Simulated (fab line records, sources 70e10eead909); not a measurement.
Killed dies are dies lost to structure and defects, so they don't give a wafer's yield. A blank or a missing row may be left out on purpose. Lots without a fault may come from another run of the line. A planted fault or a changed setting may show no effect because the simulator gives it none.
fab line records | flow nand_harc
record lots=6 wafers=18 last_day=32
route steps=1302 shown A_M1@1200 A_BONDPAD@1202 END@1302
lots that met no fault: from a run of the same line without faults
start_h: hours from the record's first day to the start of the lot's first wafer shown | wait_h: hours since the lot's step before | " the same as in the row above | L1.1+2: a row that stands for several wafers | - no value, or no start given | * or withheld: withheld | < > ~ a bound
route shown NAME@n: a module of which the file shows steps, and the number in the route of the first | usual: mean/standard deviation of fault-free wafers | same: alike in all rows | chamber/n: place in a boat | sites: the reading at each site | _std_site: their standard deviation | _edge_site: outer sites' mean less inner sites' | radius_mm: how far each site lies from the wafer's centre | mask NAME#n: copy n | behind: the tool/chamber that last shaped the wafer | hold: why the lot was held/for how many hours/how that ended | device: the transistor (n, p or np) that didn't switch | end of line: the same wafers' tests at the end of the route | a step without rows: its recipe alone | killed: dies lost to structure and defects at the first sort, not the wafer's yield | map: a wafer's dies, x killed, . not, _ none there
set.NAME: the setting as run; set.NAME@STEP: as run at that earlier step | model.NAME: the simulator's own value behind a step, which no gauge read
lots at some steps of the route; a table a step, a row a wafer
services: from which hour (start_h, from the record's first day; less than 0 if before it) a tool's chamber was out of use, for how many hours, and why
## steps
# step NHARC_A_M1_PRE_CLEAN_32
# recipe time_s=12 temp_c=370 rf_power_w=300 gas=NH3
# usual heater_power_w=659/72
# columns lot.wafer tool chamber start_h wait_h heater_power_w
L813.3 pecvd-04 1 535.89 0.1 846
L813.2 " 0 " " 727
L813.6 " 1 " " 840
L815.3 pecvd-03 2 599.53 0.1 545
L815.2 " 0 " " 630
L815.1 " 1 " " 583
L822.2 pecvd-01 0 642.77 0.1 606
L822.3 " 1 " " 705
L822.4 " 2 " " 735
L827.1 pecvd-04 0 676.99 0.1 683
L827.4 " 1 " " 761
L827.6 " 0 " " 693
L829.1 pecvd-03 0 709.76 0.1 610
L829.3 " 1 " " 644
L829.4 " 0 " " 614
L831.1 pecvd-03 0 719.95 0.1 609
L831.3 " 2 " " 622
L831.6 " 1 " " 598
# step NHARC_A_M1_DEP_33
# recipe target_thk_a=300 temp_c=370 target_thk_nm=30 pressure_torr=3 flow_sccm=200 rf_w=450 material=SiCN
# usual heater_power_w=591/65
# columns lot.wafer tool chamber start_h wait_h heater_power_w
L813.3 pecvd-04 1 535.97 0.1 733
L813.2 " 0 " " 675
L813.6 " 1 " " 739
L815.3 pecvd-03 2 599.61 0.1 572
L815.2 " 0 " " 541
L815.1 " 1 " " 483
L822.2 pecvd-01 0 642.88 0.1 441
L822.3 " 1 " " 629
L822.4 " 2 " " 581
L827.1 pecvd-04 0 677.13 0.1 616
L827.4 " 1 " " 692
L827.6 " 0 " " 627
L829.1 pecvd-03 0 709.87 0.1 609
L829.3 " 1 " " 582
L829.4 " 0 " " 601
L831.1 pecvd-03 0 720.03 0.1 561
L831.3 " 2 " " 527
L831.6 " 1 " " 520
# step NHARC_A_BONDPAD_DEP_00
# recipe target_thk_a=2500 temp_c=370 target_thk_nm=250 pressure_torr=3 flow_sccm=200 rf_w=450 material=SiCN
# usual heater_power_w=601/56
# columns lot.wafer tool chamber start_h wait_h heater_power_w
L813.3 pecvd-03 1 536.52 - 618
L813.2 " 0 " " 525
L813.6 " 0 " " 557
L815.2 pecvd-03 2 - - 547
L815.3 " 0 " " 597
L815.1 " 1 " " 560
L822.2 pecvd-02 2 643.39 - 620
L822.3 " 1 " " 520
L822.4 " 0 " " 589
L827.1 pecvd-02 0 677.64 - 561
L827.4 " 2 " " 661
L827.6 " 1 " " 578
L829.3 pecvd-03 0 - - 548
L829.1 " 1 " " 569
L829.4 " 0 " " 551
L831.1 pecvd-02 1 720.63 - 565
L831.3 " 2 " " 654
L831.6 " 2 " " 641
# step NHARC_A_BONDPAD_CMP_29
# recipe target_thk_nm=200 material=SiCN
# usual edge_zone_pressure_frac=1.000/0.0052 motor_current_A=12.9/1.1
# columns lot.wafer tool chamber start_h wait_h edge_zone_pressure_frac motor_current_A
L813.2 cmp-02 0 536.98 - 1.001 14.0
L813.3 " 1 " " 0.999 12.9
L813.6 " 2 " " 0.993 14.1
L815.1 cmp-04 3 600.56 - 1.002 11.7
L815.2 " 0 " " 0.997 11.4
L815.3 " 2 " " 1.002 15.4
L822.2 cmp-02 0 643.79 - 1.004 14.4
L822.4 " 2 " " 0.999 13.6
L822.3 " 3 " " 1.006 11.8
L827.4 cmp-02 3 678.00 - 0.998 11.2
L827.1 " 0 " " 0.999 14.7
L827.6 " 0 " " 0.991 14.1
L829.1 cmp-02 2 710.77 - 1.003 13.6
L829.3 " 0 " " 1.005 15.0
L829.4 " 1 " " 0.999 12.8
L831.1 cmp-02 0 720.99 - 0.998 13.3
L831.3 " 1 " " 1.002 12.9
L831.6 " 1 " " 0.994 13.1
# step NHARC_A_BONDPAD_THK_MEAS_30
# recipe thk_meas_gauge=ellipsometry
# usual thk_nm=200.2/2.1
# columns lot.wafer tool chamber start_h wait_h thk_nm
L813.2 film_metro-02 - 537.18 0.2 197.5
L813.3 " - " " 202.9
L813.6 " - " " 203.7
L815.1 film_metro-01 - 600.81 0.2 200.7
L815.2 " - " " 199.5
L815.3 " - " " 199.9
L822.2 film_metro-02 - 644.04 0.2 197.9
L822.3 " - " " 200.0
L822.4 " - " " 201.4
L827.1 film_metro-02 - 678.25 0.2 198.0
L827.4 " - " " 203.0
L827.6 " - " " 197.6
L829.1 film_metro-01 - 711.02 0.2 203.0
L829.3 " - " " 199.7
L829.4 " - " " 201.0
L831.1 film_metro-02 - 721.24 0.2 196.6
L831.3 " - " " 199.3
L831.6 " - " " 199.0
# step NHARC_A_BONDPAD_SRD_31
# step NHARC_A_BONDPAD_DEHYDRATE_01
# recipe temp_c=150 time_s=120
# step NHARC_A_BONDPAD_HMDS_02
# recipe time_s=30
# step NHARC_A_BONDPAD_COAT_33
# recipe temp_c=200 time_s=65
# step NHARC_A_BONDPAD_COAT_03
# recipe spin_rpm=2000 resist_thk_nm=600
# step NHARC_A_BONDPAD_SOFTBAKE_04
# recipe temp_c=125 time_s=70
# step NHARC_A_BONDPAD_EBR_05
# step NHARC_A_BONDPAD_EXPOSE_06
# recipe na=0.55 dose_mj=36.99 mask_id=A_BPAD
# usual exposure_dose_mJ_cm2=36.94/0.045 reticle_temp_C=23.01/0.11
# columns lot.wafer tool chamber start_h wait_h mask exposure_dose_mJ_cm2 reticle_temp_C
L813.2 krf_scanner-03 0 537.60 - A_BPAD#0 36.87 23.03
L813.3 " 0 " " A_BPAD#0 36.91 23.04
L813.6 " 0 " " A_BPAD#0 36.92 23.16
L815.1 krf_scanner-02 0 601.22 - A_BPAD#0 36.98 22.91
L815.2 " 0 " " A_BPAD#0 36.99 23.06
L815.3 " 0 " " A_BPAD#0 37.00 22.93
L822.2 krf_scanner-03 0 644.46 - A_BPAD#0 34.15 23.13
L822.3 " 0 " " A_BPAD#0 34.18 22.94
L822.4 " 0 " " A_BPAD#0 34.14 23.12
L827.1 krf_scanner-03 0 678.66 - A_BPAD#0 34.68 23.06
L827.4 " 0 " " A_BPAD#0 34.72 22.98
L827.6 " 0 " " A_BPAD#0 34.74 23.11
L829.1 krf_scanner-02 0 711.43 - A_BPAD#0 36.95 23.07
L829.3 " 0 " " A_BPAD#0 36.95 23.05
L829.4 " 0 " " A_BPAD#0 36.95 23.21
L831.1 krf_scanner-02 0 721.53 - A_BPAD#0 36.92 22.98
L831.3 " 0 " " A_BPAD#0 36.95 23.02
L831.6 " 0 " " A_BPAD#0 36.93 22.99
# step NHARC_A_BONDPAD_PEB_07
# recipe peb_temp_c=128 peb_time_s=80
# step NHARC_END_SORT_01
# recipe temp_c=25
# usual defect_limited_yield=91/3.1 killed_at_array=54/21 killed_at_other=0.9/1.1 killed_at_periphery=3.5/2.5 killed_dies=58/21 killed_open=3.3/1.9 killed_short=2.6/1.8 sort_bin_2_pct=3.0/1.4 sort_bin_3_pct=0.6/0.41 sort_bin_4_pct=4.9/1.7 sort_n_pass=619/21 sort_rim_yield_pct=92/4 sort_yield_pct=91/3.1
# same gross_dies=677 sort_bin_5_pct[%]=0 sort_bin_6_pct[%]=0 sort_bin_7_pct[%]=0 sort_bin_8_pct[%]=0 sort_rim_n_gross=106.00
# columns lot.wafer tool chamber start_h wait_h defect_limited_yield[%] killed_at_array killed_at_other killed_at_periphery killed_dies killed_open killed_short sort_bin_2_pct[%] sort_bin_3_pct[%] sort_bin_4_pct[%] sort_n_pass sort_rim_yield_pct[%] sort_yield_pct[%]
L815.1 prober-01 0 631.31 2.5 95 31 0 6 37 3 5 1.6 0.3 3.5 640 93 95
L815.2 prober-01 0 632.11 2.8 94 37 0 6 43 7 1 1.8 0.1 4.4 634 95 94
L815.3 prober-01 0 632.92 3.1 96 20 1 3 24 4 5 1.0 0.1 2.4 653 99 96
L822.2 prober-01 0 675.24 2.8 94 38 0 1 39 3 0 1.2 0.4 4.1 638 94 94
L822.3 prober-01 0 676.04 3.1 94 40 0 1 41 1 1 1.9 0.4 3.7 636 100 94
L822.4 prober-01 0 676.85 3.4 92 50 0 4 54 6 3 3.0 0.7 4.3 623 94 92
L829.1 prober-01 0 742.94 2.5 89 68 1 3 72 2 4 4.3 0.7 5.6 605 89 89
L829.3 prober-01 0 744.53 3.1 86 90 1 7 98 3 1 4.6 1.8 8.1 579 89 86
L829.4 prober-01 0 745.32 3.4 85 97 2 5 104 3 5 3.8 2.1 9.5 573 79 85
L831.1 prober-01 0 755.67 2.5 94 37 2 2 41 1 2 1.6 0.3 4.1 636 92 94
L831.3 prober-01 0 757.27 3.1 95 29 1 2 32 0 3 1.3 0.1 3.2 645 95 95
L831.6 prober-01 0 759.66 4.0 96 21 0 4 25 1 1 1.2 0.3 2.2 652 95 96
# killed by level:class
L815.1 A_CHANNEL_HOLE_D2:chamber_film_flake=7 A_CHANNEL_HOLE_D1:chamber_film_flake=4 A_CONTACT:chamber_film_flake=4 A_M0:geometric_particle:open=3 P_ZERO_WELL:chamber_film_flake=2 P_GATE:chamber_film_flake=2 A_DECK1_JOINT:chamber_film_flake=2 A_CHANNEL_FILL_D2:chamber_film_flake=2
L815.2 A_CHANNEL_HOLE_D2:chamber_film_flake=10 A_WL_FILL:chamber_film_flake=5 A_CHANNEL_HOLE_D1:chamber_film_flake=4 A_CONTACT:chamber_film_flake=4 A_ONON_D2:geometric_particle:open=3 P_STI:chamber_film_flake=2 A_STAIRCASE:chamber_film_flake=2 P_M2:chamber_film_flake=2
L815.3 A_CHANNEL_HOLE_D2:chamber_film_flake=9 A_CONTACT:chamber_film_flake=4 A_ONON_D2:geometric_particle:open=2 A_ONON_D2:geometric_particle:short=2 P_M0:geometric_particle:open=1 P_M0:geometric_particle:short=1 A_WL_FILL:geometric_particle:short=1 A_BLC:geometric_particle:short=1
L822.2 A_CHANNEL_HOLE_D1:chamber_film_flake=28 A_CONTACT:chamber_film_flake=4 A_CHANNEL_FILL_D2:geometric_particle:open=1 A_BLC:geometric_particle:open=1 A_M0:geometric_particle:open=1 P_ZERO_WELL:chamber_film_flake=1 A_ZERO_WELL:chamber_film_flake=1 A_SLIT:chamber_film_flake=1
L822.3 A_CHANNEL_HOLE_D1:chamber_film_flake=35 A_CONTACT:chamber_film_flake=2 P_GATE:geometric_particle:short=1 A_BLC:geometric_particle:open=1 A_DECK1_JOINT:chamber_film_flake=1 A_STAIRCASE:chamber_film_flake=1
L822.4 A_CHANNEL_HOLE_D1:chamber_film_flake=33 A_CONTACT:chamber_film_flake=6 A_STAIRCASE:chamber_film_flake=3 P_CONTACT:geometric_particle:open=2 A_CHANNEL_FILL_D1:geometric_particle:open=2 A_ONON_D2:geometric_particle:open=2 P_ZERO_WELL:chamber_film_flake=2 A_CHANNEL_HOLE_D2:geometric_particle:short=1
L829.1 A_CHANNEL_HOLE_D1:chamber_film_flake=31 A_SLIT:chamber_film_flake=19 A_CHANNEL_HOLE_D2:chamber_film_flake=7 A_STAIRCASE:chamber_film_flake=3 P_M0:geometric_particle:short=2 A_CONTACT:chamber_film_flake=2 A_ONON_D1:geometric_particle:short=1 A_ONON_D2:geometric_particle:short=1
L829.3 A_CHANNEL_HOLE_D1:chamber_film_flake=34 A_SLIT:chamber_film_flake=24 A_CHANNEL_HOLE_D2:chamber_film_flake=22 P_GATE:chamber_film_flake=3 P_BONDPAD:chamber_film_flake=3 A_STAIRCASE:chamber_film_flake=3 A_CONTACT:chamber_film_flake=2 P_M0:geometric_particle:open=1
L829.4 A_SLIT:chamber_film_flake=30 A_CHANNEL_HOLE_D1:chamber_film_flake=28 A_CHANNEL_HOLE_D2:chamber_film_flake=18 A_CONTACT:chamber_film_flake=6 P_BONDPAD:chamber_film_flake=3 A_STAIRCASE:chamber_film_flake=3 A_DECK1_JOINT:geometric_particle:short=2 P_STI:chamber_film_flake=2
L831.1 A_CHANNEL_HOLE_D1:chamber_film_flake=16 A_SLIT:chamber_film_flake=9 A_CONTACT:chamber_film_flake=8 THIN_TSV:chamber_film_flake=2 A_ONON_D2:geometric_particle:short=1 A_CHANNEL_HOLE_D2:geometric_particle:short=1 A_SGD_CUT:geometric_particle:open=1 P_GATE:chamber_film_flake=1
L831.3 A_CHANNEL_HOLE_D1:chamber_film_flake=11 A_SLIT:chamber_film_flake=6 A_CONTACT:chamber_film_flake=6 A_STAIRCASE:chamber_film_flake=2 A_SOURCE_PLATE:geometric_particle:short=1 A_CHANNEL_HOLE_D1:geometric_particle:short=1 A_WL_FILL:geometric_particle:short=1 P_STI:chamber_film_flake=1
L831.6 A_CHANNEL_HOLE_D1:chamber_film_flake=9 A_SLIT:chamber_film_flake=4 A_CONTACT:chamber_film_flake=4 P_GATE:chamber_film_flake=2 A_CHANNEL_HOLE_D2:chamber_film_flake=2 P_M1:geometric_particle:open=1 A_SOURCE_PLATE:geometric_particle:short=1 P_STI:chamber_film_flake=1
## services
# columns tool chamber start_h hours kind
krf_scanner-02 - 516.15 0.8 repair
cmp-02 - 526.94 4.0 pm
cmp-02 - 539.75 0.9 repair
pecvd-03 - 547.24 13.0 pm
krf_scanner-02 - 550.50 2.0 repair
krf_scanner-03 - 560.68 0.4 repair
krf_scanner-02 - 562.39 0.3 repair
krf_scanner-03 - 571.91 4.0 pm
cmp-02 - 584.43 0.9 repair
pecvd-02 - 589.15 13.0 pm
cmp-04 - 594.84 2.8 repair
cmp-04 - 601.11 4.0 pm
krf_scanner-02 - 610.00 4.0 pm
cmp-02 - 624.94 4.0 pm
pecvd-04 1 626.18 16.6 repair
pecvd-04 - 631.65 13.0 pm
cmp-04 - 636.78 1.1 repair
cmp-04 - 639.71 2.0 repair
cmp-04 - 647.67 0.6 repair
pecvd-03 - 651.34 0.7 repair
pecvd-01 - 681.27 13.0 pm
pecvd-02 1 684.03 18.9 repair
cmp-02 - 688.76 2.4 repair
pecvd-02 - 716.23 2.9 repair
## key
first_sign step=NHARC_A_BONDPAD_EXPOSE_06 reading=exposure_dose_mJ_cm2 direction=down sigmas=56 usual=36.94 struck=34.43
effect none on later readings
met_at NHARC_A_BONDPAD_EXPOSE_06
struck_wafers L822.2,L822.3,L822.4,L827.1,L827.4,L827.6
loop_trim step=NHARC_A_BONDPAD_EXPOSE_06 setting=dose lots=L827
onset_between 537.60 644.46
fault kind=process_parameter_drift tool=krf_scanner-03 chamber=- onset_h=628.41 steps=NHARC_A_BONDPAD_EXPOSE_06 channel=dose_mj offset=-2.738 shape=step acts_in=these_recipes_only stated=36.99
# loop_trim: a control loop set the setting to another value than it would have without faults
